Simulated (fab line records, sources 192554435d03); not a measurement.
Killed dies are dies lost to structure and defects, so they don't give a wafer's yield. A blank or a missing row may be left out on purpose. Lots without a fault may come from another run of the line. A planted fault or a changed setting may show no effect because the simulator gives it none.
fab line records | flow n5_finfet
record lots=7 wafers=39
route steps=1938 shown TV_OPEN@1890
start_h: hours from the record's first day to the start of the lot's first wafer shown | wait_h: hours since the lot's step before | " the same as in the row above | L1.1+2: a row that stands for several wafers | - no value, or no start given | * or withheld: withheld | < > ~ a bound
route shown NAME@n: a module of which the file shows steps, and the number in the route of the first | usual: mean/standard deviation of fault-free wafers | same: alike in all rows | chamber/n: place in a boat | sites: the reading at each site | _std_site: their standard deviation | _edge_site: outer sites' mean less inner sites' | radius_mm: how far each site lies from the wafer's centre | mask NAME#n: copy n | behind: the tool/chamber that last shaped the wafer | hold: why the lot was held/for how many hours/how that ended | device: the transistor (n, p or np) that didn't switch | end of line: the same wafers' tests at the end of the route | a step without rows: its recipe alone | killed: dies lost to structure and defects at the first sort, not the wafer's yield | map: a wafer's dies, x killed, . not, _ none there
set.NAME: the setting as run; set.NAME@STEP: as run at that earlier step | model.NAME: the simulator's own value behind a step, which no gauge read
lots whose settings were changed on purpose; a table a step, a row a wafer
## steps
# step N5_PASSIVATION_ETCH_15
# recipe chemistry=CF4/N2 target=SiCN target_depth_a=750 taper_deg=2 time_s=81.2 ion_energy_ev=150 mask_material=SiNx pressure_mtorr=40 source_w=430 bias_w=70 Ar_flow_sccm=100 cf4_flow_sccm=60 n2_flow_sccm=60
# columns lot.wafer tool chamber start_h wait_h set.target_depth_a model.etch.depth_nm
L075.1 rie_diel-05 2 - - 750 63.2
L075.2 " 1 " " 527.5 43.98
L075.3 " 3 " " 750 65.19
L075.4 " 0 " " 527.5 45.75
L075.5 " 2 " " 527.5 44.49
L075.6 " 3 " " 750 64.68
L077.1 rie_diel-02 1 - - 569.8 49.27
L077.2 " 3 " " 750 62.57
L077.3 " 2 " " 750 64.7
L077.4 " 0 " " 569.8 50.49
L077.5 " 2 " " 569.8 49.12
L077.6 " 1 " " 750 64.31
L081.1 rie_diel-05 1 - - 931 77.31
L081.2 " 0 " " 750 64.51
L081.3 " 2 " " 931 78.03
L081.4 " 2 " " 931 78.67
L081.5 " 1 " " 750 62.15
L081.6 " 0 " " 750 65.07
L082.1 rie_diel-05 1 - - 750 61.55
L082.3 " 0 " " 750 64.42
L082.5 " 1 " " 750 61.58
L091.1 rie_diel-01 2 - - 750 63.13
L091.2 " 1 " " 750 63.33
L091.3 " 0 " " 750 63.67
L091.4 " 2 " " 508.4 42.09
L091.5 " 1 " " 508.4 42.81
L091.6 " 0 " " 508.4 43.3
L095.1 rie_diel-01 1 - - 750 63.49
L095.2 " 0 " " 1086 93.63
L095.3 " 3 " " 1086 94.76
L095.4 " 0 " " 750 64.5
L095.5 " 1 " " 750 63.76
L095.6 " 3 " " 1086 94.9
L094.1 rie_diel-02 2 - - 750 64.96
L094.2 " 0 " " 570.1 50.22
L094.3 " 3 " " 750 64.27
L094.4 " 0 " " 750 66.8
L094.5 " 2 " " 570.1 49.09
L094.6 " 3 " " 570.1 48.93
## key
split step=N5_PASSIVATION_ETCH_15 setting=target_depth_a stated=750 by=wafer
response step=N5_PASSIVATION_ETCH_15 reading=model.etch.depth_nm change=+0.65 per=1% r=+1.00
